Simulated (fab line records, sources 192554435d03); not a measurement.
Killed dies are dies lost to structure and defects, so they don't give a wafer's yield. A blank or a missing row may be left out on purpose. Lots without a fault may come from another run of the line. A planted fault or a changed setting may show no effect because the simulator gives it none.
fab line records | flow n5_finfet
record lots=24 wafers=72 last_day=19
route steps=1938 shown BEOL_M5@1114
lots that met no fault: from a run of the same line without faults
start_h: hours from the record's first day to the start of the lot's first wafer shown | wait_h: hours since the lot's step before | " the same as in the row above | L1.1+2: a row that stands for several wafers | - no value, or no start given | * or withheld: withheld | < > ~ a bound
route shown NAME@n: a module of which the file shows steps, and the number in the route of the first | usual: mean/standard deviation of fault-free wafers | same: alike in all rows | chamber/n: place in a boat | sites: the reading at each site | _std_site: their standard deviation | _edge_site: outer sites' mean less inner sites' | radius_mm: how far each site lies from the wafer's centre | mask NAME#n: copy n | behind: the tool/chamber that last shaped the wafer | hold: why the lot was held/for how many hours/how that ended | device: the transistor (n, p or np) that didn't switch | end of line: the same wafers' tests at the end of the route | a step without rows: its recipe alone | killed: dies lost to structure and defects at the first sort, not the wafer's yield | map: a wafer's dies, x killed, . not, _ none there
set.NAME: the setting as run; set.NAME@STEP: as run at that earlier step | model.NAME: the simulator's own value behind a step, which no gauge read
steps of the route over a sample of lots; a table a step, a row a wafer
services: from which hour (start_h, from the record's first day; less than 0 if before it) a tool's chamber was out of use, for how many hours, and why
## steps
# step N5_BEOL_M5_THK_MEAS_01
# recipe reads=SiCOH_lowk_of_BEOL_M5_ILD_DEP_00
# usual M5_ILD_THK=121.1/1.4
# columns lot.wafer tool chamber start_h wait_h M5_ILD_THK[nm]
L074.2 film_metro-01 - 159.81 0.4 120.5
L074.3 " - " " 120.8
L074.4 " - " " 124.0
L076.2 film_metro-01 - 166.43 0.7 119.0
L076.3 " - " " 120.9
L076.5 " - " " 122.6
L075.4 film_metro-02 - 177.78 0.2 122.2
L075.5 " - " " 122.4
L075.6 " - " " 121.0
L077.4 film_metro-02 - 189.22 0.2 121.8
L077.5 " - " " 122.7
L077.6 " - " " 122.5
L078.1 film_metro-02 - 201.41 0.4 120.9
L078.3 " - " " 119.7
L078.4 " - " " 122.4
L079.2 film_metro-01 - 207.76 0.4 120.3
L079.5 " - " " 121.8
L079.6 " - " " 121.8
L080.2 film_metro-01 - 218.16 0.7 119.9
L080.3 " - " " 121.7
L080.6 " - " " 120.5
L083.2 film_metro-01 - 226.24 0.4 120.3
L083.3 " - " " 122.3
L083.6 " - " " 122.8
L082.2 film_metro-01 - 234.76 0.4 119.1
L082.4 " - " " 121.8
L082.5 " - " " 120.1
L081.3 film_metro-01 - 234.86 0.5 121.0
L081.5 " - " " 122.2
L081.6 " - " " 120.1
L084.2 film_metro-02 - 246.46 0.4 119.7
L084.3 " - " " 119.3
L084.4 " - " " 123.4
L085.1 film_metro-01 - 255.11 0.4 117.6
L085.2 " - " " 120.0
L085.3 " - " " 119.5
L086.4 film_metro-02 - 262.76 0.2 123.1
L086.5 " - " " 121.2
L086.6 " - " " 123.1
L089.3 film_metro-01 - 266.89 0.3 122.7
L089.4 " - " " 122.0
L089.5 " - " " 121.3
L087.2 film_metro-02 - 269.59 0.4 119.5
L087.4 " - " " 121.1
L087.5 " - " " 121.7
L088.2 film_metro-01 - 275.37 0.4 120.5
L088.3 " - " " 120.4
L088.5 " - " " 123.3
L090.2 film_metro-02 - 282.25 0.4 121.0
L090.3 " - " " 120.6
L090.4 " - " " 122.8
L092.2 film_metro-01 - 284.11 0.4 119.1
L092.5 " - " " 120.8
L092.6 " - " " 121.3
L093.1 film_metro-01 - 286.48 0.4 120.7
L093.3 " - " " 122.5
L093.6 " - " " 123.2
L091.1 film_metro-01 - 293.94 0.4 118.9
L091.3 " - " " 119.7
L091.6 " - " " 122.2
L094.1 film_metro-01 - 305.27 0.4 119.8
L094.2 " - " " 120.5
L094.3 " - " " 120.8
L095.2 film_metro-01 - 309.84 0.4 120.3
L095.3 " - " " 120.7
L095.6 " - " " 122.0
L097.1 film_metro-01 - 324.31 0.4 118.9
L097.3 " - " " 119.4
L097.6 " - " " 120.2
L096.4 film_metro-01 - 330.58 0.2 120.3
L096.5 " - " " 120.8
L096.6 " - " " 121.0
# step N5_BEOL_M5_PECVD_70
# recipe material=SiO2 target_thk_a=160 temp_c=400 precursor=TEOS/O2 pressure_torr=5.5 rf_w=450 teos_flow_sccm=53.8 gas=O2 flow_sccm=3000 time_s=18
# usual heater_power_w=654/110 showerhead_plenum_p_Torr=8.75/0.045 throttle_valve_pct=22.6/1.1
# columns lot.wafer tool chamber start_h wait_h heater_power_w showerhead_plenum_p_Torr throttle_valve_pct
L074.2 pecvd-01 0 159.84 0.0 642 8.72 20.8
L074.3 " 2 " " 578 8.76 22.4
L074.4 " 1 " " 602 8.78 22.9
L076.2 pecvd-01 2 166.47 0.0 596 8.78 22.0
L076.3 " 1 " " 616 8.76 22.9
L076.5 " 2 " " 584 8.77 22.3
L075.4 pecvd-01 1 177.84 0.1 538 8.79 22.9
L075.5 " 0 " " 716 8.72 20.9
L075.6 " 2 " " 614 8.77 22.2
L077.4 pecvd-02 1 189.28 0.1 704 8.75 23.3
L077.5 " 2 " " 503 8.67 22.2
L077.6 " 0 " " 613 8.81 21.5
L078.1 pecvd-03 2 201.45 0.0 931 8.77 21.7
L078.3 " 0 " " 667 8.74 24.9
L078.4 " 2 " " 916 8.78 21.6
L079.2 pecvd-02 0 207.80 0.0 535 8.80 21.5
L079.5 " 0 " " 548 8.80 21.8
L079.6 " 1 " " 720 8.77 23.5
L080.2 pecvd-03 0 218.20 0.0 647 8.72 24.9
L080.3 " 1 " " 775 8.77 23.2
L080.6 " 2 " " 905 8.77 21.4
L083.2 pecvd-02 1 226.28 0.0 710 8.75 23.4
L083.3 " 0 " " 547 8.82 21.3
L083.6 " 1 " " 725 8.77 23.0
L082.2 pecvd-01 0 234.80 0.0 708 8.71 20.9
L082.4 " 0 " " 697 8.70 21.1
L082.5 " 2 " " 586 8.75 22.3
L081.3 pecvd-02 2 234.90 0.0 511 8.63 21.2
L081.5 " 2 " " 517 8.64 21.5
L081.6 " 1 " " 721 8.73 23.4
L084.2 pecvd-03 2 246.49 0.0 850 8.79 21.6
L084.3 " 0 " " 646 8.76 25.0
L084.4 " 0 " " 651 8.74 24.7
L085.1 pecvd-01 1 255.15 0.0 550 8.77 22.9
L085.2 " 0 " " 651 8.72 21.0
L085.3 " 2 " " 556 8.78 22.4
L086.4 pecvd-02 0 262.81 0.1 552 8.82 21.6
L086.5 " 2 " " 474 8.64 21.4
L086.6 " 1 " " 607 8.77 23.6
L089.3 pecvd-01 2 266.92 0.0 542 8.78 22.6
L089.4 " 2 " " 541 8.76 22.3
L089.5 " 0 " " 584 8.71 21.1
L087.2 pecvd-02 0 269.62 0.0 655 8.82 21.7
L087.4 " 2 " " 466 8.64 21.6
L087.5 " 0 " " 668 8.79 21.7
L088.2 pecvd-02 0 275.41 0.0 681 8.79 21.7
L088.3 " 2 " " 505 8.65 21.4
L088.5 " 1 " " 630 8.74 23.5
L090.2 pecvd-02 2 282.29 0.0 503 8.63 21.6
L090.3 " 1 " " 723 8.76 23.4
L090.4 " 2 " " 497 8.65 21.5
L092.2 pecvd-01 2 284.14 0.0 549 8.78 22.5
L092.5 " 0 " " 571 8.73 21.2
L092.6 " 2 " " 542 8.77 22.5
L093.1 pecvd-03 1 286.52 0.0 806 8.80 22.9
L093.3 " 0 " " 591 8.75 24.7
L093.6 " 0 " " 601 8.73 24.8
L091.1 pecvd-01 0 293.98 0.0 674 8.72 21.2
L091.3 " 1 " " 558 8.78 22.8
L091.6 " 1 " " 559 8.79 23.2
L094.1 pecvd-03 0 305.31 0.0 656 8.74 25.1
L094.2 " 2 " " 847 8.79 21.8
L094.3 " 1 " " 768 8.81 23.1
L095.2 pecvd-01 0 309.88 0.0 662 8.72 21.3
L095.3 " 1 " " 621 8.76 22.8
L095.6 " 0 " " 681 8.73 21.0
L097.1 pecvd-03 1 324.35 0.0 768 8.77 23.2
L097.3 " 0 " " 642 8.73 24.8
L097.6 " 1 " " 797 8.77 23.2
L096.4 pecvd-03 1 330.63 0.1 758 8.75 23.0
L096.5 " 0 " " 617 8.77 24.8
L096.6 " 2 " " 948 8.78 21.8
# step N5_BEOL_M5_OVL_MEAS_12
# recipe points_per_wafer=522
# usual M5_OVL=-0.2/0.64
# columns lot.wafer tool chamber start_h wait_h M5_OVL[nm]
L074.2 overlay-02 0 160.89 0.0 0.8
L074.3 " 0 " " 0.8
L074.4 " 0 " " 0.5
L076.2 overlay-01 0 168.00 0.0 0.1
L076.3 " 0 " " 0.6
L076.5 " 0 " " 0.3
L075.4 overlay-01 0 178.56 0.0 -0.4
L075.5 " 0 " " -0.1
L075.6 " 0 " " -0.6
L077.4 overlay-01 0 191.43 0.0 0.4
L077.5 " 0 " " -0.3
L077.6 " 0 " " -0.5
L078.1 overlay-01 0 203.77 0.0 -0.5
L078.3 " 0 " " -0.4
L078.4 " 0 " " -0.5
L079.2 overlay-02 0 211.18 0.0 -1.0
L079.5 " 0 " " -0.4
L079.6 " 0 " " -1.5
L080.2 overlay-02 0 219.62 0.0 0.0
L080.3 " 0 " " 0.0
L080.6 " 0 " " 0.4
L083.2 overlay-01 0 228.46 0.0 0.3
L083.3 " 0 " " 1.0
L083.6 " 0 " " -0.5
L082.2 overlay-02 0 238.60 0.0 1.0
L082.4 " 0 " " 1.2
L082.5 " 0 " " 0.6
L081.3 overlay-02 0 238.75 0.0 -1.0
L081.5 " 0 " " -0.5
L081.6 " 0 " " -0.2
L084.2 overlay-02 0 248.90 0.0 -0.7
L084.3 " 0 " " -1.2
L084.4 " 0 " " -0.6
L085.1 overlay-02 0 256.96 0.0 -0.7
L085.2 " 0 " " -0.4
L085.3 " 0 " " -0.9
L086.4 overlay-02 0 264.64 0.0 0.6
L086.5 " 0 " " 0.3
L086.6 " 0 " " 0.5
L089.3 overlay-02 0 268.18 0.0 1.0
L089.4 " 0 " " 0.2
L089.5 " 0 " " 0.4
L087.2 overlay-01 0 272.37 0.0 -0.2
L087.4 " 0 " " 0.0
L087.5 " 0 " " -0.1
L088.2 overlay-02 0 276.97 0.0 0.2
L088.3 " 0 " " -0.4
L088.5 " 0 " " -0.1
L090.2 overlay-01 0 283.64 0.0 0.4
L090.3 " 0 " " 0.4
L090.4 " 0 " " 0.1
L092.2 overlay-01 0 285.76 0.0 -0.1
L092.5 " 0 " " -0.3
L092.6 " 0 " " -0.4
L093.1 overlay-02 0 288.85 0.0 -0.3
L093.3 " 0 " " -0.1
L093.6 " 0 " " -0.4
L091.1 overlay-01 0 295.22 0.0 -0.6
L091.3 " 0 " " 0.4
L091.6 " 0 " " -0.2
L094.1 overlay-02 0 306.84 0.0 -0.6
L094.2 " 0 " " -0.9
L094.3 " 0 " " 0.1
L095.2 overlay-01 0 311.19 0.0 -1.5
L095.3 " 0 " " 0.3
L095.6 " 0 " " -0.6
L097.1 overlay-02 0 325.88 0.0 -0.7
L097.3 " 0 " " -2.0
L097.6 " 0 " " -0.8
L096.4 overlay-02 0 333.48 0.0 -0.4
L096.5 " 0 " " -1.0
L096.6 " 0 " " -1.3
# step N5_BEOL_M5_INSPECT_13
# recipe mode=adi inspect_instrument=brightfield
# usual raw_defect_count=474/110
# columns lot.wafer tool chamber start_h wait_h raw_defect_count
L074.2 defect_inspect-01 - 160.94 0.0 697
L074.3 " - " " 723
L074.4 " - " " 582
L076.2 defect_inspect-01 - 168.06 0.0 488
L076.3 " - " " 599
L076.5 " - " " 333
L075.4 defect_inspect-02 - 178.60 0.0 400
L075.5 " - " " 424
L075.6 " - " " 420
L077.4 defect_inspect-02 - 191.47 0.0 354
L077.5 " - " " 324
L077.6 " - " " 375
L078.1 defect_inspect-02 - 203.82 0.1 462
L078.3 " - " " 445
L078.4 " - " " 373
L079.2 defect_inspect-01 - 211.24 0.0 262
L079.5 " - " " 265
L079.6 " - " " 329
L080.2 defect_inspect-01 - 219.68 0.0 495
L080.3 " - " " 449
L080.6 " - " " 466
L083.2 defect_inspect-01 - 228.52 0.0 368
L083.3 " - " " 338
L083.6 " - " " 468
L082.2 defect_inspect-02 - 238.66 0.0 682
L082.4 " - " " 686
L082.5 " - " " 450
L081.3 defect_inspect-02 - 238.80 0.0 578
L081.5 " - " " 445
L081.6 " - " " 445
L084.2 defect_inspect-01 - 248.96 0.0 623
L084.3 " - " " 480
L084.4 " - " " 485
L085.1 defect_inspect-02 - 257.02 0.1 489
L085.2 " - " " 678
L085.3 " - " " 431
L086.4 defect_inspect-02 - 264.68 0.0 784
L086.5 " - " " 477
L086.6 " - " " 555
L089.3 defect_inspect-02 - 268.23 0.0 558
L089.4 " - " " 434
L089.5 " - " " 404
L087.2 defect_inspect-02 - 272.42 0.0 418
L087.4 " - " " 504
L087.5 " - " " 386
L088.2 defect_inspect-02 - 277.02 0.0 417
L088.3 " - " " 502
L088.5 " - " " 519
L090.2 defect_inspect-02 - 283.69 0.0 550
L090.3 " - " " 585
L090.4 " - " " 483
L092.2 defect_inspect-01 - 285.82 0.0 608
L092.5 " - " " 563
L092.6 " - " " 509
L093.1 defect_inspect-02 - 288.91 0.1 449
L093.3 " - " " 382
L093.6 " - " " 451
L091.1 defect_inspect-01 - 295.28 0.1 316
L091.3 " - " " 336
L091.6 " - " " 528
L094.1 defect_inspect-02 - 306.91 0.1 388
L094.2 " - " " 497
L094.3 " - " " 402
L095.2 defect_inspect-01 - 311.24 0.0 450
L095.3 " - " " 529
L095.6 " - " " 530
L097.1 defect_inspect-02 - 325.94 0.1 440
L097.3 " - " " 522
L097.6 " - " " 484
L096.4 defect_inspect-01 - 333.52 0.0 412
L096.5 " - " " 353
L096.6 " - " " 549
# step N5_BEOL_M5_ETCH_68
# recipe chemistry=N2/H2 target=SOC target_depth_a=800 overetch_a=160 mask_material=SiARC temp_c=40 time_s=120 ion_energy_ev=200 pressure_mtorr=30 source_w=840 bias_w=150 n2_flow_sccm=200 h2_flow_sccm=200
# usual drypump_motor_current_A=5.4/0.39 oes_product_au=0.60/0.058 rf_vpp_V=523.8/1.8 showerhead_plenum_p_Torr=2.54/0.058 throttle_valve_pct=17.82/0.24
# columns lot.wafer tool chamber start_h wait_h drypump_motor_current_A oes_product_au rf_hours_counter_h rf_vpp_V showerhead_plenum_p_Torr throttle_valve_pct
L074.2 rie_diel-06 2 164.96 0.0 5.8 0.61 98 524.6 2.57 17.85
L074.3 " 0 " " 5.4 0.56 197 523.6 2.52 18.04
L074.4 " 3 " " 5.2 0.54 - 522.7 2.49 18.06
L076.2 rie_diel-06 2 170.79 0.0 5.9 0.60 101 524.2 2.57 17.86
L076.3 " 3 " " 5.1 0.53 247 522.3 2.49 18.06
L076.5 " 3 " " 5.2 0.53 - 522.8 2.49 18.07
L075.4 rie_diel-06 2 180.07 0.0 5.8 0.59 - 525.0 2.57 17.87
L075.5 " 0 " " 5.4 0.56 - 524.0 2.52 18.05
L075.6 " 3 " " 5.2 0.53 - 522.6 2.49 18.09
L077.4 rie_diel-05 1 195.83 0.0 4.9 0.66 63 521.6 2.48 17.51
L077.5 " 1 " " 4.9 0.65 - 522.9 2.48 17.51
L077.6 " 0 " " 4.9 0.53 - 521.3 2.51 18.08
L078.1 rie_diel-03 3 206.17 0.0 5.4 0.57 153 522.0 2.55 18.10
L078.3 " 0 " " 6.3 0.69 18 520.3 2.49 17.49
L078.4 " 1 " " 5.1 0.62 91 525.4 2.56 17.62
L079.2 rie_diel-06 3 214.83 0.0 5.2 0.73 6 521.4 2.49 17.64
L079.5 " 1 " " 5.7 0.71 - 527.8 2.71 17.61
L079.6 " 2 " " 5.8 0.59 - 522.8 2.56 17.88
L080.2 rie_diel-06 1 221.01 0.0 5.8 0.71 13 528.6 2.70 17.62
L080.3 " 3 " " 5.1 0.73 7 523.7 2.49 17.64
L080.6 " 3 " " 5.2 0.72 - 522.5 2.49 17.63
L083.2 rie_diel-05 0 229.69 0.0 4.9 0.52 234 523.4 2.51 18.10
L083.3 " 2 " " 5.8 0.62 114 525.7 2.56 18.13
L083.6 " 3 " " 5.4 0.58 - 524.4 2.54 17.56
L082.2 rie_diel-03 3 239.93 0.0 5.5 0.56 162 525.2 2.54 18.11
L082.4 " 2 " " 5.8 0.53 202 526.6 2.61 17.57
L082.5 " 2 " " 5.8 0.54 - 528.2 2.61 17.57
L081.3 rie_diel-05 2 241.54 0.0 5.8 0.61 117 524.3 2.55 18.12
L081.5 " 0 " " 4.9 0.52 - 522.0 2.51 18.09
L081.6 " 1 " " 4.9 0.66 - 521.5 2.47 17.53
L084.2 rie_diel-03 0 250.10 0.0 6.2 0.67 27 522.2 2.49 17.49
L084.3 " 2 " " 5.8 0.53 204 525.4 2.61 17.57
L084.4 " 1 " " 5.1 0.62 102 525.8 2.56 17.64
L085.1 rie_diel-05 2 260.89 0.0 5.8 0.61 122 524.0 2.55 18.12
L085.2 " 1 " " 4.9 0.64 80 521.7 2.47 17.54
L085.3 " 3 " " 5.4 0.58 147 524.6 2.54 17.56
L086.4 rie_diel-06 0 267.15 0.0 5.4 0.55 227 522.5 2.51 18.10
L086.5 " 0 " " 5.4 0.55 - 522.7 2.51 18.11
L086.6 " 3 " " 5.2 0.71 - 523.0 2.48 17.65
L089.3 rie_diel-06 0 271.64 0.0 5.4 0.54 229 524.7 2.51 18.10
L089.4 " 3 " " 5.2 0.70 21 522.2 2.48 17.65
L089.5 " 1 " " 5.7 0.68 - 527.9 2.70 17.64
L087.2 rie_diel-05 3 275.95 0.0 5.4 0.58 151 524.4 2.54 17.56
L087.4 " 0 " " 4.9 0.52 244 522.6 2.50 18.11
L087.5 " 0 " " 4.9 0.52 - 522.0 2.50 18.10
L088.2 rie_diel-05 2 280.06 0.0 5.8 0.59 128 523.8 2.55 18.13
L088.3 " 3 " " 5.4 0.58 152 524.0 2.54 17.57
L088.5 " 1 " " 4.9 0.64 - 520.4 2.47 17.55
L090.2 rie_diel-06 0 284.92 0.0 5.4 0.54 233 523.5 2.51 18.10
L090.3 " 3 " " 5.2 0.70 25 522.3 2.48 17.66
L090.4 " 1 " " 5.7 0.67 31 527.9 2.70 17.66
L092.2 rie_diel-03 0 288.13 0.0 6.2 0.66 37 521.5 2.49 17.52
L092.5 " 0 " " 6.2 0.66 - 522.6 2.49 17.51
L092.6 " 3 " " 5.4 0.56 - 524.2 2.54 18.14
L093.1 rie_diel-06 2 291.25 0.0 5.8 0.57 138 524.0 2.55 17.92
L093.3 " 0 " " 5.4 0.55 235 523.6 2.51 18.12
L093.6 " 0 " " 5.4 0.55 - 522.1 2.51 18.12
L091.1 rie_diel-03 0 297.14 0.0 6.2 0.65 40 522.5 2.48 17.54
L091.3 " 3 " " 5.4 0.56 178 523.4 2.54 18.15
L091.6 " 0 " " 6.2 0.65 - 523.4 2.48 17.54
L094.1 rie_diel-03 2 309.69 0.0 5.8 0.53 220 526.9 2.60 17.60
L094.2 " 1 " " 5.1 0.60 118 525.7 2.55 17.67
L094.3 " 3 " " 5.4 0.55 181 524.4 2.53 18.16
L095.2 rie_diel-05 2 313.29 0.0 5.9 0.60 138 524.5 2.55 18.16
L095.3 " 0 " " 4.9 0.52 249 522.8 2.50 18.14
L095.6 " 3 " " 5.4 0.56 - 523.6 2.53 17.59
L097.1 rie_diel-05 2 327.20 0.0 5.9 0.58 143 524.4 2.54 18.16
L097.3 " 1 " " 4.9 0.62 102 523.0 2.46 17.59
L097.6 " 3 " " 5.4 0.56 - 522.4 2.53 17.60
L096.4 rie_diel-06 1 335.71 0.0 5.7 0.66 48 528.5 2.69 17.68
L096.5 " 3 " " 5.1 0.68 - 522.1 2.47 17.71
L096.6 " 2 " " 5.8 0.57 - 522.8 2.55 17.94
# step N5_BEOL_M5_SURFACE_TREAT_87
# recipe gas=Ar time_s=* ion_energy_ev=* ion_current_ma_cm2=0.5 pressure_mtorr=* ar_flow_sccm=30
# usual throttle_valve_pct=*
# columns lot.wafer tool chamber start_h wait_h throttle_valve_pct
L074.2 pvd_sputter-03 - 167.32 0.2 *
L074.3 " - " " *
L074.4 " - " " *
L076.2 pvd_sputter-02 - 172.90 0.2 *
L076.3 " - " " *
L076.5 " - " " *
L075.4 pvd_sputter-03 - 182.53 0.5 *
L075.5 " - " " *
L075.6 " - " " *
L077.4 pvd_sputter-03 - 197.09 0.2 *
L077.5 " - " " *
L077.6 " - " " *
L078.1 pvd_sputter-03 - 207.45 0.1 *
L078.3 " - " " *
L078.4 " - " " *
L079.2 pvd_sputter-03 - 217.01 0.7 *
L079.5 " - " " *
L079.6 " - " " *
L080.2 pvd_sputter-02 - 222.61 0.1 *
L080.3 " - " " *
L080.6 " - " " *
L083.2 pvd_sputter-02 - 232.48 0.2 *
L083.3 " - " " *
L083.6 " - " " *
L082.2 pvd_sputter-03 - 242.53 0.3 *
L082.4 " - " " *
L082.5 " - " " *
L081.3 pvd_sputter-03 - 242.80 0.1 *
L081.5 " - " " *
L081.6 " - " " *
L084.2 pvd_sputter-02 - 253.10 0.2 *
L084.3 " - " " *
L084.4 " - " " *
L085.1 pvd_sputter-01 - 264.04 1.7 *
L085.2 " - " " *
L085.3 " - " " *
L086.4 pvd_sputter-03 - 268.68 0.3 *
L086.5 " - " " *
L086.6 " - " " *
L089.3 pvd_sputter-02 - 273.42 0.2 *
L089.4 " - " " *
L089.5 " - " " *
L087.2 pvd_sputter-03 - 277.44 0.1 *
L087.4 " - " " *
L087.5 " - " " *
L088.2 pvd_sputter-01 - 281.78 0.3 *
L088.3 " - " " *
L088.5 " - " " *
L090.2 pvd_sputter-03 - 286.23 0.2 *
L090.3 " - " " *
L090.4 " - " " *
L092.2 pvd_sputter-03 - 289.65 0.4 *
L092.5 " - " " *
L092.6 " - " " *
L093.1 pvd_sputter-01 - 293.01 0.3 *
L093.3 " - " " *
L093.6 " - " " *
L091.1 pvd_sputter-03 - 298.59 0.2 *
L091.3 " - " " *
L091.6 " - " " *
L094.1 pvd_sputter-03 - 311.29 0.3 *
L094.2 " - " " *
L094.3 " - " " *
L095.2 pvd_sputter-02 - 314.63 0.1 *
L095.3 " - " " *
L095.6 " - " " *
L097.1 pvd_sputter-03 - 328.70 0.3 *
L097.3 " - " " *
L097.6 " - " " *
L096.4 pvd_sputter-03 - 337.34 0.3 *
L096.5 " - " " *
L096.6 " - " " *
## services
# columns tool chamber start_h hours kind
rie_diel-06 1 144.27 14.9 repair
pvd_sputter-01 - 146.86 5.2 repair
rie_diel-03 3 152.15 13.5 repair
rie_diel-03 - 157.17 10.0 pm
rie_diel-06 1 161.77 - clean
rie_diel-06 1 161.77 - consumable_replace:focus_ring
rie_diel-06 1 161.77 - consumable_replace:showerhead
pecvd-01 - 168.97 1.6 repair
rie_diel-05 3 175.74 3.6 repair
rie_diel-06 3 180.34 - clean
rie_diel-06 3 180.34 - consumable_replace:focus_ring
rie_diel-06 3 180.34 15.5 scheduled_down
rie_diel-06 3 180.34 15.5 vent_cycle
rie_diel-03 0 209.33 4.7 repair
pecvd-03 1 210.96 3.6 repair
rie_diel-06 0 235.18 4.9 repair
pecvd-03 - 258.24 0.9 repair
rie_diel-03 0 268.47 1.5 repair
rie_diel-05 0 280.12 21.8 repair
pecvd-03 2 284.98 11.5 repair
pecvd-02 - 307.65 14.6 pm
pecvd-01 - 308.01 1.3 repair
rie_diel-06 2 329.05 5.4 repair
pecvd-01 - 330.68 2.8 pm
## key
fault none
